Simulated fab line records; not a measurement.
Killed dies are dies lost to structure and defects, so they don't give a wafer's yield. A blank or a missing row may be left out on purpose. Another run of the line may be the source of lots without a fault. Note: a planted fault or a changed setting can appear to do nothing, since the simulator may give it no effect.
Split-lot experiment ; flow n5 finfet ; 21 wafers read across 7 lots, on a route 1938 steps long

ON THE SPLIT
At N5_BEOL_M3_ETCH_70 (etches SOC in N2/H2, target depth 80 nm, overetch 16 nm, time 120 s), the setting time s was moved away from the recipe's 120 s on 9 of the 21 wafers read, by -22.1% to +10.2%. For the rest of the wafers, this setting stayed at what the recipe calls for.

The split's own step is where the reading is taken.

THE READING
SiARC_of_BEOL_M3_COAT_68.thk nm (the simulator's own value, which no gauge read), in nm, at N5_BEOL_M3_ETCH_70 (etches SOC in N2/H2, target depth 80 nm, overetch 16 nm, time 120 s). The file gives no usual value for it. The 12 wafers here that ran the recipe average 6.3 nm, standard deviation 0.19 nm.

wafer;tool, chamber at the split;time s as run, s;against the recipe;SiARC_of_BEOL_M3_COAT_68.thk nm, nm;against lot-mates on the recipe
L075.1;rie diel-02, 3;120;recipe;6.2;-
L075.4;rie diel-02, 3;120;recipe;6.2;-
L075.3;rie diel-02, 1;131.8;+9.8%;5.8;-0.4
L084.3;rie diel-03, 3,2,3;120;recipe;6.2;-
L084.4;rie diel-03, 3,2,3;120;recipe;6.2;-
L084.6;rie diel-03, 3,2,3;120;recipe;6.2;-
L083.1;rie diel-04, 2;131.5;+9.6%;5.8;no lot-mate on the recipe
L083.6;rie diel-04, 2;131.5;+9.6%;5.8;no lot-mate on the recipe
L083.2;rie diel-04, 0;131.5;+9.6%;6;no lot-mate on the recipe
L089.1;rie diel-02, 3;93.44;-22.1%;7.4;+0.6
L089.2;rie diel-02, 0;120;recipe;6.8;-
L089.4;rie diel-02, 1;93.44;-22.1%;7.8;+1.0
L091.4;rie diel-02, 2;120;recipe;6.2;-
L091.6;rie diel-02, 2;120;recipe;6.2;-
L091.5;rie diel-02, 1;120;recipe;6.6;-
L095.3;rie diel-02, 2;95.22;-20.7%;7.4;+1.0
L095.4;rie diel-02, 2;95.22;-20.7%;7.4;+1.0
L095.5;rie diel-02, 1;120;recipe;6.4;-
L097.2;rie diel-02, 3;120;recipe;6.2;-
L097.4;rie diel-02, 0;132.2;+10.2%;6.2;-0.1
L097.5;rie diel-02, 1;120;recipe;6.4;-
Rows listing several chambers each stand for several wafers; the file does not say which wafer went through which chamber.

FIT RESULTS
A straight line over all 21 wafers: SiARC_of_BEOL_M3_COAT_68.thk nm changes by -0.0517 nm for each +1% of time s; r = -0.94; the points scatter about the line by 0.19 nm.
The same after taking each lot's own level away (the mean of its wafers on the recipe; 18 wafers): -0.0392 nm for each +1%; r = -0.94; scatter 0.15 nm.
According to that fit, moving time s by its largest amount changes the reading by 0.87 nm.
Across the lots, their own levels run from 6.20 to 6.80 nm, a range of 3.1 times the standard deviation given above.
Thus the slope moves with the lot-to-lot level: the two fits are different.
Check: for one of the wafers moved furthest among these (-22.1%), held out of the fit, the line's prediction against its lot-mates is +0.995 nm. Against them it came out at +0.6 nm.

FURTHER SPLITS ON THESE WAFERS
Other splits were also applied to these wafers ahead of the reading. Each is held against what the fit with the lots' levels taken away leaves over:
other split on the same wafers;wafers away from the commonest value;r with SiARC_of_BEOL_M3_COAT_68.thk nm (lot level and that fit taken away)
N5_MOL_CONTACT_COAG_EXPOSE_05 dose mj;4;+0.15
N5_MOL_CONTACT_COAG_ETCH_106 source w;8;-0.40
N5_MOL_CONTACT_COAG_PECVD_31 temp c;6;-0.06
N5_BEOL_M0_SAQP_PECVD_04 time s;3;-0.45
N5_BEOL_M0_SAQP_ETCH_106 target depth a;7;+0.17
N5_BEOL_M1_ETCH_64 bias w;7;-0.17
N5_BEOL_M2_ALD_98 ald cycles;7;+0.40
N5_BEOL_M2_TRENCH_ETCH_37 bias w;6;+0.01

THE FILE'S OWN FIT
SiARC_of_BEOL_M3_COAT_68.thk nm changes by -0.0388 nm for each +1% of time s, r = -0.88.
